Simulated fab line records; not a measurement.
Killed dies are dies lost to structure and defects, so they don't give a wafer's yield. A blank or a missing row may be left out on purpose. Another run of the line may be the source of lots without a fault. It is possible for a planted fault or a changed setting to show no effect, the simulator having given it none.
Which of the tools did it? | flow nand_harc | 36 wafers from 12 lots sampled at 5 of the route's 1302 steps

WHAT THE GAUGES READ, wafer by wafer
NHARC_P_M1_OVL_MEAS_10: pitch 260 nm.
lot  | measured     | on         | overlay_x_nm (nm) | overlay_y_nm (nm)
L757 | day 6 11:57  | overlay-02 | -0.5 -0.5 -1.2    | 0.0 0.7 0.2
L758 | day 6 17:04  | overlay-01 | -0.6 -0.6 -0.4    | 0.6 0.0 0.6
L766 | day 9 22:28  | overlay-02 | 0.0 -0.2 -0.4     | 0.3 0.5 0.4
L769 | day 11 09:11 | overlay-01 | 0.0 0.2 0.5       | -0.3 -0.2 0.3
L771 | day 12 06:59 | overlay-01 | 0.5 0.2 1.1       | -0.3 -1.3 -0.9
L774 | day 13 08:22 | overlay-02 | -0.9 -1.1 -0.2    | -0.5 -0.2 -0.8
L775 | day 13 18:59 | overlay-02 | -0.3 0.2 0.1      | -0.2 -0.7 -1.1
L776 | day 13 23:00 | overlay-02 | 0.8 0.9 0.6       | 1.0 1.5 0.7
L777 | day 14 13:38 | overlay-01 | -0.3 0.4 -0.2     | 0.5 0.7 0.8
L778 | day 14 23:47 | overlay-01 | -0.2 -0.1 0.3     | -0.2 0.1 0.1
L779 | day 15 04:59 | overlay-01 | 0.5 0.1 -0.4      | -0.6 -0.8 -0.4
L780 | day 15 21:02 | overlay-02 | 0.6 0.2 0.6       | 0.0 -0.3 -0.4

NHARC_END_SORT_01.
lot  | measured     | on        | defect_limited_yield (%) | killed_at_array | killed_at_other | killed_at_periphery | killed_dies | killed_open | killed_short
L757 | day 24 23:40 | prober-01 | 88.6 89.5 88.5           | 67 65 72        | 0 0 0           | 10 6 6              | 77 71 78    | 5 1 5       | 4 4 5
L758 | day 25 01:41 | prober-02 | 97.2 96.6 97.2           | 18 20 16        | 1 1 1           | 0 2 2               | 19 23 19    | 3 2 1       | 1 1 1
L766 | day 28 14:19 | prober-01 | 95.0 94.5 96.0           | 25 31 19        | 1 0 0           | 8 6 8               | 34 37 27    | 5 3 2       | 1 1 4
L769 | day 29 18:56 | prober-01 | 89.4 90.5 89.1           | 64 55 62        | 3 1 3           | 5 8 9               | 72 64 74    | 3 2 3       | 1 3 3
L771 | day 30 19:53 | prober-02 | 89.2 90.7 90.1           | 68 59 61        | 0 0 2           | 5 4 4               | 73 63 67    | 6 7 6       | 4 4 1
L774 | day 31 21:07 | prober-01 | 89.5 90.3 86.0           | 64 64 87        | 0 0 0           | 7 2 8               | 71 66 95    | 2 3 7       | 2 0 6
L775 | day 32 04:08 | prober-01 | 86.1 87.7 85.8           | 93 83 95        | 0 0 0           | 1 0 1               | 94 83 96    | 3 1 3       | 3 0 4
L776 | day 32 01:04 | prober-02 | 95.1 96.6 93.5           | 31 20 35        | 0 0 1           | 2 3 8               | 33 23 44    | 3 3 7       | 1 2 4
L777 | day 32 17:46 | prober-01 | 94.5 95.9 95.1           | 33 23 30        | 2 2 1           | 2 3 2               | 37 28 33    | 5 1 2       | 3 2 1
L778 | day 33 14:46 | prober-02 | 92.6 92.8 93.2           | 45 47 44        | 0 0 0           | 5 2 2               | 50 49 46    | 6 3 2       | 2 3 3
L779 | day 33 14:43 | prober-01 | 87.7 87.7 87.9           | 80 80 79        | 1 0 0           | 2 3 3               | 83 83 82    | 5 3 3       | 3 2 0
L780 | day 34 07:01 | prober-01 | 88.0 90.3 89.8           | 78 63 64        | 1 0 0           | 2 3 5               | 81 66 69    | 2 4 2       | 9 4 3

WHICH TOOL RAN EACH LOT (tool, then ch and the chambers of the sampled wafers, then the start)
lot  | NHARC_P_M0_CMP_23             | NHARC_P_M1_ETCH_35                 | NHARC_P_M1_PRE_CLEAN_30
L757 | cmp-02 ch 2,3, day 6 10:01    | rie_diel-07 ch 1,2, day 6 12:11    | pvd_sputter-01, day 24 23:40 or earlier
L758 | cmp-04 ch 0,2,3, day 6 15:01  | rie_diel-03 ch 1,2,3, day 6 17:23  | pvd_sputter-02, day 25 01:41 or earlier
L766 | cmp-02 ch 0,1,2, day 9 20:33  | rie_diel-06 ch 1,2, day 9 22:39    | pvd_sputter-02, day 28 14:19 or earlier
L769 | cmp-02 ch 1,2,3, day 11 07:17 | rie_diel-03 ch 1,3, day 11 09:22   | pvd_sputter-01, day 29 18:56 or earlier
L771 | cmp-01 ch 1,2, day 12 05:05   | rie_diel-07 ch 0,2,3, day 12 07:12 | pvd_sputter-03, day 30 19:53 or earlier
L774 | cmp-01 ch 0,1, day 13 06:25   | rie_diel-06 ch 2,3, day 13 08:32   | pvd_sputter-03, day 31 21:07 or earlier
L775 | cmp-01 ch 1,2, day 13 17:02   | rie_diel-03 ch 0,1,3, day 13 19:11 | pvd_sputter-03, day 32 04:08 or earlier
L776 | cmp-02 ch 0,1,3, day 13 21:08 | rie_diel-07 ch 0,3, day 13 23:11   | pvd_sputter-03, day 32 01:04 or earlier
L777 | cmp-04 ch 0,2,3, day 14 11:41 | rie_diel-06 ch 1,2,3, day 14 13:50 | pvd_sputter-02, day 32 17:46 or earlier
L778 | cmp-01 ch 1,2,3, day 14 21:52 | rie_diel-06 ch 1,2,3, day 14 23:59 | pvd_sputter-03, day 33 14:46 or earlier
L779 | cmp-04 ch 1,2,3, day 15 03:02 | rie_diel-06 ch 1,3, day 15 05:11   | pvd_sputter-02, day 33 14:43 or earlier
L780 | cmp-01 ch 1,2,3, day 15 19:07 | rie_diel-06 ch 0,1,3, day 15 21:13 | pvd_sputter-02, day 34 07:01 or earlier
- NHARC_P_M0_CMP_23: polishes, t overpolish 20 s, target thk 117.54 nm.
- NHARC_P_M1_ETCH_35: etches the open film in N2/H2, target depth 40 nm, overetch 12 nm, time 43.94 s.
- NHARC_P_M1_PRE_CLEAN_30: time 30 s.

WHAT THE TOOLS THEMSELVES READ (means of the sampled wafers that have a number; where no wafer has one, the mark that the record gives instead)
NHARC_P_M0_CMP_23.
lot  | tool   | motor_current_A (A) | time_to_endpoint_s (s)
L757 | cmp-02 | 12.2                | 26.1
L758 | cmp-04 | 12.9                | 27.2
L766 | cmp-02 | 13.1                | 30.7
L769 | cmp-02 | 12.0                | 29.6
L771 | cmp-01 | 12.2                | 28.6
L774 | cmp-01 | 12.7                | 33.0
L775 | cmp-01 | 12.1                | 33.0
L776 | cmp-02 | 11.9                | 32.6
L777 | cmp-04 | 12.7                | 27.0
L778 | cmp-01 | 12.0                | 30.5
L779 | cmp-04 | 12.4                | 28.5
L780 | cmp-01 | 11.6                | 31.0

NHARC_P_M1_ETCH_35.
lot  | tool        | chamber_pressure_mTorr (mTorr) | drypump_motor_current_A (A) | mfc_ar_sccm (sccm) | oes_product_au (a.u.) | rf_vpp_V (V) | run_length_s (s) | showerhead_plenum_p_Torr (Torr) | throttle_valve_pct (%)
L757 | rie_diel-07 | 29.998                         | 6.4                         | 0.001              | 0.993                 | 429.5        | 65.3             | 2.02                            | 14.172
L758 | rie_diel-03 | 30.006                         | 5.4                         | 0.007              | 0.995                 | 429.9        | 65.6             | 2.04                            | 14.177
L766 | rie_diel-06 | 29.999                         | 5.2                         | 0.024              | 1.010                 | 429.5        | 58.1             | 1.98                            | 14.179
L769 | rie_diel-03 | 30.002                         | 5.4                         | 0.007              | 0.999                 | 430.4        | 65.1             | 2.03                            | 14.164
L771 | rie_diel-07 | 29.985                         | 5.7                         | 0.008              | 1.005                 | 428.1        | 65.7             | 1.97                            | 14.171
L774 | rie_diel-06 | 30.020                         | 5.7                         | 0.023              | 1.004                 | 432.8        | 65.1             | 2.11                            | 14.171
L775 | rie_diel-03 | 29.982                         | 5.3                         | 0.007              | 1.008                 | 429.6        | 65.2             | 1.98                            | 14.172
L776 | rie_diel-07 | 29.988                         | 5.3                         | 0.016              | 1.006                 | 428.3        | 65.6             | 1.97                            | 14.168
L777 | rie_diel-06 | 29.981                         | 5.5                         | 0.018              | 0.990                 | 431.7        | 65.2             | 2.07                            | 14.172
L778 | rie_diel-06 | 29.989                         | 5.5                         | 0.018              | 0.990                 | 431.0        | 65.2             | 2.07                            | 14.174
L779 | rie_diel-06 | 29.975                         | 5.5                         | 0.006              | 0.999                 | 432.4        | 65.3             | 2.11                            | 14.169
L780 | rie_diel-06 | 30.006                         | 5.6                         | 0.006              | 0.991                 | 432.2        | 65.2             | 2.11                            | 14.168

NHARC_P_M1_PRE_CLEAN_30.
lot  | tool           | heater_power_w (W)
L757 | pvd_sputter-01 | 504
L758 | pvd_sputter-02 | 400
L766 | pvd_sputter-02 | 404
L769 | pvd_sputter-01 | 496
L771 | pvd_sputter-03 | 382
L774 | pvd_sputter-03 | 377
L775 | pvd_sputter-03 | 381
L776 | pvd_sputter-03 | 376
L777 | pvd_sputter-02 | 401
L778 | pvd_sputter-03 | 379
L779 | pvd_sputter-02 | 407
L780 | pvd_sputter-02 | 402

THE ANSWER, worked out from the rows above alone
Rule: the usual values come from the lots themselves. Put in order of their means at a reading, lots are off if they are a third of the lots or fewer, leave a main group of 4 or more, and stand apart from it by a gap of 3 or more times the standard deviation of the main group's means; of several such gaps the widest counts. Not used: any main group whose means are identical at the precision the tables above print for the reading. Also off: a lot with no number at a reading for which 4 or more lots have one. The other lots that the step has rows for count as sound. First the gauges in route order, then the tools' own readings, where a lot's mean is used as printed above. The first step at which some lot is off is used, and at that step the reading that is off furthest; a lot without a number counts as furthest.
Off: L766 (NHARC_P_M1_ETCH_35, run_length_s). The main group: mean 65.3 s, standard deviation 0.2.
A tool fits if, at that step or a process step before it, it ran every lot that is off, and no sound lot after the first of them. Not one of the candidates tried fits.

WHAT THE SIMULATOR HAD PUT IN
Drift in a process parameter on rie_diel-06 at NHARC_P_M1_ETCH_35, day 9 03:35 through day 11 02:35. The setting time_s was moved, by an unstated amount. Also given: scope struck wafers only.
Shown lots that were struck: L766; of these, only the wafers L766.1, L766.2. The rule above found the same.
